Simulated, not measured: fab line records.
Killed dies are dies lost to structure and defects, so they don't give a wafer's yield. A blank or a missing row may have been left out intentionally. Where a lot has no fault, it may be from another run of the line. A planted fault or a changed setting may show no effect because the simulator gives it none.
fab line records	flow n5_finfet
[record] lots = 10	wafers = 30	last_day = 18
route steps=1938 shown HKMG_FIN@440 BEOL_M4@1078 BEOL_M5@1113 PASSIVATION@1936
lots that met no fault: from a run of the same line without faults
start_h: hours from the record's opening day to when the first of the lot's shown wafers began	wait_h: how many hours have passed since the lot's step before this one	" unchanged from the row above	L1.1+2: a row that stands for several wafers	- either no value or no given start	* or withheld: withheld	< > ~ a bound
route shown NAME@n: a module of which the file shows steps, and the number in the route of the first	usual: mean/standard deviation of fault-free wafers	same: alike in all rows	chamber/n: place in a boat	sites: each site's reading	_std_site: the values' standard deviation	_edge_site: outer sites' mean less inner sites'	radius_mm: for every site, how far away it sits from the centre of the wafer	mask NAME#n: copy n	behind: tool/chamber where the wafer was last shaped	hold: reason for holding the lot/hours on hold/outcome of the hold	device: whichever transistor did not switch (one of n, p or np)	end of line: tests run on the same wafers once the route is complete	for a step that has no rows: nothing shown but its recipe	killed: dies lost to structure and defects at the first sort, not the wafer's yield	map: a wafer's dies, x killed, . not, _ none there
set.NAME: setting as actually run; set.NAME@STEP: the setting as run at that earlier step	model.NAME: the simulator's own value behind a step, which no gauge read
the route's steps for a sample of lots (tables are steps, rows are wafers)
services: the hour from which a tool's chamber was out of use, counted from the record's first day as start_h (under 0 if before that day), plus the number of hours and why
[[steps]]
[step N5_HKMG_FIN_WET_ETCH_18]
[recipe] chemistry = SC1	target = TiN	mix = 1:1:5	temp_c = *	time_s = 55	target_depth_nm = 5.2	dry = ipa_marangoni	rinse_time_s = 30	rinse_temp_c = 23
lot.wafer	tool	chamber	start_h	wait_h
L407.2+4+5	wet_bench-01	6,5,3	81.88	0.1
L408.1+4+5	wet_bench-06	0,7,5	88.99	0.1
L409.3+5+6	wet_bench-01	7,5,6	95.11	0.1
L411.2+3+6	wet_bench-01	7,0,6	111.71	0.1
L413.1+3+6	wet_bench-01	2,0,4	117.90	0.1
L424.1+2+3	wet_bench-01	2,1,3	182.53	0.1
L426.1+4+5	wet_bench-04	7,2,1	194.83	0.1
L427.2+3+6	wet_bench-06	6,3,2	205.93	0.1
L428.1+3+4	wet_bench-01	5,3,1	208.40	0.1
L429.3+5+6	wet_bench-04	1,3,2	216.04	0.1
[step N5_BEOL_M4_CD_MEAS_35]
[recipe] target_cd_nm = 18	target_cd_y_nm = 22.4	polarity = opening
[usual] cd_nm = 18.0/0.37
lot.wafer	tool	chamber	start_h	wait_h	cd_nm
L407.2	cd_sem-03	-	172.71	0.0	18.4
L407.4	"	-	"	"	18.3
L407.5	"	-	"	"	18.5
L408.1	cd_sem-03	-	176.09	0.0	18.2
L408.4	"	-	"	"	18.1
L408.5	"	-	"	"	18.0
L409.3	cd_sem-02	-	187.07	0.0	18.3
L409.5	"	-	"	"	18.4
L409.6	"	-	"	"	18.1
L411.2	cd_sem-02	-	205.44	0.0	18.4
L411.3	"	-	"	"	17.9
L411.6	"	-	"	"	18.1
L413.1	cd_sem-01	-	210.66	0.0	17.9
L413.3	"	-	"	"	18.3
L413.6	"	-	"	"	18.1
L424.1	cd_sem-01	-	274.91	0.0	18.3
L424.2	"	-	"	"	18.3
L424.3	"	-	"	"	17.8
L427.2	cd_sem-03	-	288.49	0.0	18.0
L427.3	"	-	"	"	18.0
L427.6	"	-	"	"	18.1
L426.1	cd_sem-03	-	297.45	0.0	18.2
L426.4	"	-	"	"	17.7
L426.5	"	-	"	"	18.6
L428.1	cd_sem-03	-	301.57	0.0	18.1
L428.3	"	-	"	"	18.2
L428.4	"	-	"	"	17.8
L429.3	cd_sem-02	-	305.23	0.0	17.1
L429.5	"	-	"	"	17.6
L429.6	"	-	"	"	18.0
[step N5_BEOL_M4_ANNEAL_87]
[recipe] temp_c = 400	time_s = 240	ambient = vacuum
[usual] heater_power_w = 841/77
lot.wafer	tool	chamber	start_h	wait_h	heater_power_w
L407.2	pvd_sputter-01	-	174.64	0.0	799
L407.4	"	-	"	"	804
L407.5	"	-	"	"	794
L408.1	pvd_sputter-03	-	179.50	0.0	846
L408.4	"	-	"	"	870
L408.5	"	-	"	"	850
L409.3	pvd_sputter-03	-	188.82	0.0	869
L409.5	"	-	"	"	842
L409.6	"	-	"	"	846
L411.2	pvd_sputter-01	-	207.20	0.0	805
L411.3	"	-	"	"	866
L411.6	"	-	"	"	905
L413.1	pvd_sputter-02	-	214.11	0.0	800
L413.3	"	-	"	"	891
L413.6	"	-	"	"	802
L424.1	pvd_sputter-03	-	276.70	0.0	696
L424.2	"	-	"	"	858
L424.3	"	-	"	"	887
L427.2	pvd_sputter-02	-	291.10	0.0	909
L427.3	"	-	"	"	802
L427.6	"	-	"	"	902
L426.1	pvd_sputter-01	-	300.27	0.0	797
L426.4	"	-	"	"	893
L426.5	"	-	"	"	795
L428.1	pvd_sputter-03	-	303.24	0.0	699
L428.3	"	-	"	"	907
L428.4	"	-	"	"	868
L429.3	pvd_sputter-03	-	307.34	0.0	857
L429.5	"	-	"	"	687
L429.6	"	-	"	"	855
[step N5_BEOL_M4_RC_MEAS_101]
[usual] DIBL_N = 36.4/1.7	DIBL_P = 36.4/2.1	IOFF_N = 0.16/0.035	IOFF_N_85C = 3.2/0.57	IOFF_N_LIN = 0.076/0.013	IOFF_N_LONG = 5.64e-05/2.8e-06	IOFF_P = 0.21/0.035	ION_N = 680/11	ION_P = 465/6.8	SS_N = 71.5/0.58	SS_P = 73.2/0.72	VT_N = 249/3.6	VT_N_LONG = 274.6/2.2	VT_N_LVT = 97/3.3	VT_P = -250/3.1
lot.wafer	tool	chamber	start_h	wait_h	DIBL_N[mV/V]	DIBL_P[mV/V]	IOFF_N[nA/um]	IOFF_N_85C[nA/um]	IOFF_N_LIN[nA/um]	IOFF_N_LONG[nA/um]	IOFF_P[nA/um]	ION_N[uA/um]	ION_P[uA/um]	SS_N[mV/dec]	SS_P[mV/dec]	VT_N[mV]	VT_N_LONG[mV]	VT_N_LVT[mV]	VT_P[mV]
L407.2	prober-02	0	176.91	0.2	34.6	34.5	0.14	2.7	0.065	5.48e-05	0.19	669	462	71.7	72.8	252	275.2	99	-248
L407.4	"	0	"	"	34.0	33.7	0.13	2.6	0.062	5.58e-05	0.17	667	460	71.6	72.1	253	275.5	100	-253
L407.5	"	0	"	"	37.1	37.9	0.18	3.4	0.083	5.6e-05	0.23	689	467	71.5	73.1	246	273.7	95	-247
L408.1	prober-01	0	181.62	0.0	36.0	37.7	0.17	3.4	0.080	5.87e-05	0.24	685	469	71.2	73.6	248	272.7	95	-250
L408.4	"	0	"	"	35.2	36.5	0.16	3.2	0.074	5.84e-05	0.22	686	471	71.3	73.5	249	273.6	98	-250
L408.5	"	0	"	"	37.9	39.5	0.22	4.1	0.095	5.87e-05	0.28	693	476	72.1	74.4	247	273.2	92	-246
L409.3	prober-01	0	191.48	0.3	35.5	36.7	0.17	3.4	0.080	5.92e-05	0.22	701	472	71.6	73.9	246	271.3	96	-246
L409.5	"	0	"	"	36.5	37.4	0.20	3.7	0.090	5.99e-05	0.23	691	463	71.4	73.5	246	272.9	93	-246
L409.6	"	0	"	"	34.6	35.5	0.16	3.1	0.074	6.02e-05	0.19	686	464	71.5	73.5	250	273.9	96	-251
L411.2	prober-02	0	209.50	0.2	37.9	39.1	0.08	1.6	0.033	3.18e-05	0.23	627	461	72.5	74.7	273	302.5	125	-251
L411.3	"	0	"	"	35.0	34.9	0.05	1.2	0.024	3.21e-05	0.17	609	458	70.4	73.3	282	302.8	131	-254
L411.6	"	0	"	"	37.2	37.8	0.07	1.4	0.029	3.18e-05	0.21	612	459	71.7	73.2	277	301.2	129	-252
L413.1	prober-02	0	216.23	0.0	36.7	38.2	0.08	1.8	0.035	3.34e-05	0.24	624	472	72.0	74.0	269	298.1	122	-249
L413.3	"	0	"	"	32.4	33.1	0.05	1.1	0.023	3.21e-05	0.16	613	461	71.7	72.1	280	298.5	129	-253
L413.6	"	0	"	"	36.7	37.7	0.08	1.7	0.034	3.3e-05	0.23	624	465	71.5	73.9	272	299.6	122	-250
L424.1	prober-02	0	278.91	0.0	34.0	33.9	0.12	2.5	0.058	5.55e-05	0.15	664	457	71.4	72.0	256	277.0	102	-253
L424.2	"	0	"	"	37.2	36.5	0.16	3.2	0.073	5.54e-05	0.19	674	458	71.8	72.7	250	275.9	98	-252
L424.3	"	0	"	"	35.8	35.5	0.14	2.9	0.068	5.49e-05	0.18	676	464	70.8	72.2	252	273.7	97	-255
L427.2	prober-02	0	293.39	0.2	39.5	40.4	0.24	4.4	0.106	6.08e-05	0.28	686	463	73.2	74.5	243	268.0	90	-247
L427.3	"	0	"	"	37.7	37.7	0.19	3.7	0.091	6.08e-05	0.23	702	471	71.0	73.2	243	271.1	92	-249
L427.6	"	0	"	"	41.5	42.8	0.31	5.5	0.132	6.2e-05	0.32	717	480	72.9	75.0	239	273.9	86	-245
L426.1	prober-01	0	302.39	0.0	36.7	38.0	0.19	3.6	0.084	5.46e-05	0.23	681	460	71.7	73.4	245	272.4	94	-249
L426.4	"	0	"	"	35.4	35.9	0.17	3.3	0.078	5.64e-05	0.19	684	460	71.5	73.1	246	274.9	95	-253
L426.5	"	0	"	"	35.4	36.5	0.18	3.3	0.080	5.61e-05	0.19	690	466	71.6	73.5	248	275.1	95	-254
L428.1	prober-01	0	306.11	0.5	38.1	38.2	0.17	3.3	0.079	5.62e-05	0.26	678	476	71.5	74.7	251	275.8	96	-248
L428.3	"	0	"	"	36.0	34.8	0.14	2.7	0.065	5.63e-05	0.20	674	470	71.9	72.7	252	277.1	99	-250
L428.4	"	0	"	"	34.3	33.1	0.12	2.4	0.058	5.66e-05	0.18	669	466	70.5	72.2	254	275.7	100	-251
L429.3	prober-01	0	309.77	0.3	36.0	36.2	0.16	3.2	0.076	5.82e-05	0.23	678	470	71.7	72.8	248	271.7	97	-249
L429.5	"	0	"	"	34.6	33.8	0.12	2.6	0.061	5.77e-05	0.19	665	464	71.1	72.1	252	275.8	102	-251
L429.6	"	0	"	"	38.6	39.1	0.21	3.9	0.093	5.69e-05	0.28	692	469	72.3	74.4	247	276.2	95	-247
[step N5_BEOL_M5_CURE_79]
[recipe] temp_c = 385	time_s = 240	ambient = He/Ar	material = SiCOH_lowk
[usual] lamp_power_pct = 52.32/0.055	wafer_temp_C_max = 386.9/0.59
lot.wafer	tool	chamber	start_h	wait_h	lamp_power_pct	wafer_temp_C_max
L407.2	uv_cure-02	1	177.86	0.1	52.28	387.1
L407.4	"	1	"	"	52.26	386.9
L407.5	"	1	"	"	52.26	387.5
L408.1	uv_cure-03	1	182.64	0.0	52.36	386.4
L408.4	"	1	"	"	52.34	385.9
L408.5	"	1	"	"	52.34	386.7
L409.3	uv_cure-03	0	192.37	0.2	52.33	387.8
L409.5	"	0	"	"	52.31	386.5
L409.6	"	0	"	"	52.37	386.9
L411.2	uv_cure-02	1	210.48	0.1	52.35	386.8
L411.3	"	1	"	"	52.29	387.0
L411.6	"	1	"	"	52.37	387.1
L413.1	uv_cure-01	2	217.25	0.0	52.36	386.4
L413.3	"	2	"	"	52.39	386.4
L413.6	"	2	"	"	52.37	386.2
L424.1	uv_cure-02	0	280.10	0.2	52.30	386.4
L424.2	"	0	"	"	52.34	386.8
L424.3	"	0	"	"	52.33	386.2
L427.2	uv_cure-03	1	294.34	0.1	52.32	386.0
L427.3	"	1	"	"	52.25	386.0
L427.6	"	1	"	"	52.28	386.1
L426.1	uv_cure-03	2	303.41	0.0	52.28	386.9
L426.4	"	2	"	"	52.29	386.7
L426.5	"	2	"	"	52.42	387.3
L428.1	uv_cure-01	0	307.14	0.0	52.37	386.8
L428.3	"	0	"	"	52.30	386.9
L428.4	"	0	"	"	52.23	386.7
L429.3	uv_cure-02	1	310.82	0.4	52.34	387.4
L429.5	"	1	"	"	52.22	386.7
L429.6	"	1	"	"	52.32	387.2
[step N5_PASSIVATION_PROBE_49]
[usual] defect_limited_yield = 91.3/1.4	killed_at_M0_to_M3 = 36/11	killed_at_M4_up = 13/5.2	killed_at_contacts = 13/6.5	killed_at_front_end = 37/11	killed_at_other = 3.6/2.9	killed_dies = 103/17	killed_open = 68/12	killed_short = 33/7.3	sort_bin_4_leakage = 0.01/0.039	sort_bin_5_function = 5.2/0.91	sort_bin_6_memory = 3.2/0.67	sort_bin_8_speed = 0.00/0.0099	sort_n_pass = 1077/17	sort_yield_pct = 91.3/1.4
[same] gross_dies = 1180	killed_at_back_side = 0
lot.wafer	tool	chamber	start_h	wait_h	defect_limited_yield[%]	killed_at_M0_to_M3	killed_at_M4_up	killed_at_contacts	killed_at_front_end	killed_at_other	killed_dies	killed_open	killed_short	sort_bin_4_leakage[%]	sort_bin_5_function[%]	sort_bin_6_memory[%]	sort_bin_8_speed[%]	sort_n_pass	sort_yield_pct[%]
L411.2	prober-01	-	320.36	0.1	92.2	37	14	2	38	1	92	62	30	0	4.7	2.7	20.93	841	71.3
L411.3	prober-01	-	320.41	0.1	91.2	42	16	7	34	5	104	74	29	0	5.3	3.3	77.46	162	13.7
L411.6	prober-01	-	320.56	0.3	91.2	44	10	17	25	8	104	78	26	0	5.0	3.6	67.54	279	23.6
L413.1	prober-01	-	323.32	0.0	93.7	27	11	10	20	6	74	50	24	0	3.6	2.5	11.95	965	81.8
L413.3	prober-01	-	323.42	0.1	90.1	33	17	14	50	3	117	83	33	0	6.1	3.6	81.19	105	8.9
L413.6	prober-01	-	323.57	0.3	92.1	20	11	16	46	0	93	55	37	0	5.0	2.5	12.54	939	79.6
// killed by level:class
L411.2 FIN_SAQP:geometric_particle:short=10 BEOL_M0_SAQP:geometric_particle:open=9 BEOL_M2:geometric_particle:open=8 BEOL_M3:geometric_particle:open=8 FIN_SAQP:geometric_particle:open=6 STI_FIN_REVEAL:geometric_particle:open=6 BEOL_M5:geometric_particle:open=5 DUMMY_GATE:geometric_particle:open=4
L411.3 BEOL_M0_SAQP:geometric_particle:open=15 FIN_SAQP:geometric_particle:open=8 BEOL_M3:geometric_particle:open=8 MOL_CONTACT_COAG:geometric_particle:open=7 BEOL_M1:geometric_particle:open=7 FIN_SAQP:geometric_particle:short=6 BEOL_M0_SAQP:geometric_particle:short=6 STI_FIN_REVEAL:geometric_particle:open=5
L411.6 BEOL_M2:geometric_particle:open=16 MOL_CONTACT_COAG:geometric_particle:open=15 BEOL_M3:geometric_particle:open=9 STI_FIN_REVEAL:geometric_particle:open=8 BEOL_M4:geometric_particle:open=6 BEOL_M0_SAQP:geometric_particle:short=5 FIN_SAQP:geometric_particle:short=4 PASS1_CAP:geometric_particle:open=4
L413.1 FIN_SAQP:geometric_particle:open=8 BEOL_M0_SAQP:geometric_particle:short=8 MOL_CONTACT_COAG:geometric_particle:open=6 BEOL_M3:geometric_particle:open=6 BEOL_M0_SAQP:geometric_particle:open=5 MOL_CONTACT_COAG:geometric_particle:short=4 BEOL_M2:geometric_particle:open=4 FIN_SAQP:geometric_particle:short=3
L413.3 FIN_SAQP:geometric_particle:open=23 MOL_CONTACT_COAG:geometric_particle:open=13 BEOL_M3:geometric_particle:open=11 BEOL_M2:geometric_particle:open=8 BEOL_M0_SAQP:geometric_particle:short=7 DUMMY_GATE:geometric_particle:open=5 FIN_SAQP:geometric_particle:short=5 BEOL_M4:geometric_particle:short=5
L413.6 FIN_SAQP:geometric_particle:open=18 MOL_CONTACT_COAG:geometric_particle:open=13 FIN_SAQP:geometric_particle:short=9 BEOL_M0_SAQP:geometric_particle:short=6 BEOL_M4:geometric_particle:open=4 STARTING-WAFER:geometric_particle:short=4 FIN_CUT:geometric_particle:short=3 BEOL_M3:geometric_particle:open=3
[[services]]
tool	chamber	start_h	hours	kind
uv_cure-01	-	90.44	7.5	pm
uv_cure-03	-	93.24	3.4	pm
uv_cure-03	-	98.17	2.5	repair
pvd_sputter-03	-	122.25	3.7	repair
uv_cure-02	-	133.29	1.0	pm
pvd_sputter-03	-	152.34	6.3	repair
uv_cure-03	-	159.89	1.6	repair
pvd_sputter-03	-	160.23	10.0	repair
wet_bench-01	-	209.81	29.3	repair
uv_cure-03	-	213.27	2.1	pm
uv_cure-03	-	218.92	6.0	pm
pvd_sputter-02	-	239.55	2.6	repair
wet_bench-04	-	248.41	2.5	repair
uv_cure-02	-	263.93	0.6	repair
wet_bench-04	-	267.86	4.4	pm
uv_cure-03	-	282.75	1.0	pm
uv_cure-02	-	296.25	4.3	repair
pvd_sputter-01	-	306.96	5.3	repair
[[key]]
[first_sign] step = N5_BEOL_M4_RC_MEAS_101	reading = VT_N_LONG	direction = up	sigmas = 12	usual = 274.6	struck = 300.5
[effect] step = N5_BEOL_M4_RC_MEAS_101	reading = VT_N_LVT	direction = up	sigmas = 8.9	usual = 97	struck = 126
[effect] step = N5_BEOL_M4_RC_MEAS_101	reading = IOFF_N_LONG	direction = down	sigmas = 8.7	usual = 5.64e-05	struck = 3.23e-05
[effect] step = N5_BEOL_M4_RC_MEAS_101	reading = VT_N	direction = up	sigmas = 7.3	usual = 249	struck = 276
[effect] step = N5_BEOL_M4_RC_MEAS_101	reading = ION_N	direction = down	sigmas = 5.4	usual = 680	struck = 618
[effect] step = N5_BEOL_M4_RC_MEAS_101	reading = IOFF_N_LIN	direction = down	sigmas = 3.5	usual = 0.076	struck = 0.030
[effect] step = N5_BEOL_M4_RC_MEAS_101	reading = IOFF_N_85C	direction = down	sigmas = 3	usual = 3.2	struck = 1.5
[effect] step = N5_BEOL_M4_RC_MEAS_101	reading = IOFF_N	direction = down	sigmas = 2.8	usual = 0.16	struck = 0.07
[effect] step = N5_PASSIVATION_PROBE_49	reading = sort_bin_8_speed	direction = up	sigmas = 99+	usual = 0.00	struck = 45.27
met_at N5_HKMG_FIN_WET_ETCH_18
struck_lots L411,L413
not_acting_at N5_BEOL_M4_CD_MEAS_35,N5_BEOL_M4_ANNEAL_87,N5_BEOL_M5_CURE_79
onset_between 95.11 111.71
[fault] kind = process_parameter_drift	tool = wet_bench-01	chamber = -	onset_h = 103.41	steps = N5_HKMG_FIN_WET_ETCH_18	channel = time_s	offset = *	shape = step	end_h = 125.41	acts_in = *	stated = *
